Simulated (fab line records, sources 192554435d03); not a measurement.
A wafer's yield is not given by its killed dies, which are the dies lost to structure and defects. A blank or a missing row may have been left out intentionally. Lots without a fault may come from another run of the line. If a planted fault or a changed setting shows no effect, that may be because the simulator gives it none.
Which tool did it? ; flow n5 finfet ; Sampling: 11 lots, 32 wafers, 2 of 1938 route steps

== WHAT THE GAUGES SHOWED, per wafer ==
N5_BEOL_M13_RS_MEAS_54: the measuring method here is four-point-probe.
lot;measured;on;M13_RS (ohm/sq)
L656;day 11 23:00;film metro-02;0.0456 0.0449 0.0443
L657;day 12 00:38;film metro-02;0.0445 0.0455 0.0451
L660;day 13 03:32;film metro-01;0.0468 0.0455 0.0462
L662;day 13 10:35;film metro-02;0.0448 0.0444 0.0464
L667;day 14 04:05;film metro-02;0.0451 0.0460 0.0452
L666;day 14 13:39;film metro-01;0.0458 0.0453 0.0456
L670;day 15 17:00;film metro-02;0.0446 0.0453 0.0446
L671;day 15 23:44;film metro-02;0.0450 0.0452 0.0450
L674;day 17 09:53;film metro-02;0.0455 0.0450 0.0456
L675;day 17 12:50;film metro-01;0.0453 0.0453
L677;day 17 23:52;film metro-01;0.0457 0.0455 0.0456

== TOOL THAT RAN EACH LOT (tool first, then ch and the chambers of the sampled wafers, then the start) ==
lot;N5_BEOL_M13_PRE_CLEAN_42
L656;pvd sputter-02, day 11 21:48
L657;pvd sputter-03, day 11 23:10
L660;pvd sputter-01, day 13 02:20
L662;pvd sputter-01, day 13 08:53
L667;pvd sputter-02, day 14 02:53
L666;pvd sputter-01, day 14 12:26
L670;pvd sputter-02, day 15 15:48
L671;pvd sputter-01, day 15 21:25
L674;pvd sputter-02, day 17 08:39
L675;pvd sputter-02, day 17 11:35
L677;pvd sputter-01, day 17 22:38
- N5_BEOL_M13_PRE_CLEAN_42: time 30 s.

== THE ANSWER, worked out from the rows above alone ==
Rule: the lots themselves supply what counts as usual. Put in order of their means at a reading, lots are off if they are a third of the lots or fewer, leave a main group of 4 or more, and stand apart from it by a gap of 3 or more times the standard deviation of the main group's means; of several such gaps the widest counts. The tables above print the reading to a certain number of digits; a main group whose means all agree to those digits is not used. Also off: a lot with no number at a reading for which 4 or more lots have one. All remaining lots with rows at the step are treated as sound.
None of the lots is off at any reading shown; this tells nothing.

== WHAT WAS PUT IN BY THE SIMULATOR ==
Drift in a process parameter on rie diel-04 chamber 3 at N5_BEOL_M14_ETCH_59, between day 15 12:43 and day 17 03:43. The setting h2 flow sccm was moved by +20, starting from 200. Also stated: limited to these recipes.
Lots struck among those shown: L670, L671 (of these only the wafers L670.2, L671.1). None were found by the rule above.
